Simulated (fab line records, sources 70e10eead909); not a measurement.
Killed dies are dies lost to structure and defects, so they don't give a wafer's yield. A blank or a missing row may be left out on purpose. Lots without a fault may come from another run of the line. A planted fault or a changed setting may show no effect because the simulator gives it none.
Which tool did it? | flow nand_harc | 7 lots, 21 wafers sampled, at 2 steps of a route of 1159

WHAT THE GAUGES READ, wafer by wafer
NHARC_P_M0_CD_MEAS_09: target cd 90 nm.
lot  | measured     | on        | cd_nm (nm)
L918 | day 6 04:09  | cd_sem-01 | 89.4 90.6 90.0
L920 | day 6 11:41  | cd_sem-01 | 89.6 90.6 90.4
L924 | day 7 18:33  | cd_sem-02 | 89.0 88.6 88.9
L927 | day 8 12:16  | cd_sem-01 | 90.4 89.2 88.8
L929 | day 9 03:37  | cd_sem-02 | 89.6 89.0 90.4
L935 | day 10 09:45 | cd_sem-01 | 89.6 89.4 90.4
L938 | day 11 10:45 | cd_sem-03 | 90.2 89.7 89.7

WHICH TOOL RAN EACH LOT (tool, then ch and the chambers of the sampled wafers, then the start)
lot  | NHARC_P_M0_EXPOSE_06
L918 | arfi_scanner-02 ch 0, day 6 04:01
L920 | arfi_scanner-01 ch 0, day 6 11:33
L924 | arfi_scanner-02 ch 0, day 7 18:25
L927 | arfi_scanner-02 ch 0, day 8 12:08
L929 | arfi_scanner-03 ch 0, day 9 03:29
L935 | arfi_scanner-01 ch 0, day 10 09:37
L938 | arfi_scanner-01 ch 0, day 11 10:37
- NHARC_P_M0_EXPOSE_06: exposes mask P M0, target cd 90 nm.

THE ANSWER, worked out from the rows above alone
Rule: what is usual is taken from the lots themselves. Put in order of their means at a reading, lots are off if they are a third of the lots or fewer, leave a main group of 4 or more, and stand apart from it by a gap of 3 or more times the standard deviation of the main group's means; of several such gaps the widest counts. A main group whose means are all the same, to the digits that the tables above print for the reading, isn't used. A lot without any number at a reading at which 4 lots or more have one is off too. The other lots that the step has rows for count as sound.
No lot is off at any reading shown: from this, nothing can be told.

WHAT THE SIMULATOR HAD PUT IN
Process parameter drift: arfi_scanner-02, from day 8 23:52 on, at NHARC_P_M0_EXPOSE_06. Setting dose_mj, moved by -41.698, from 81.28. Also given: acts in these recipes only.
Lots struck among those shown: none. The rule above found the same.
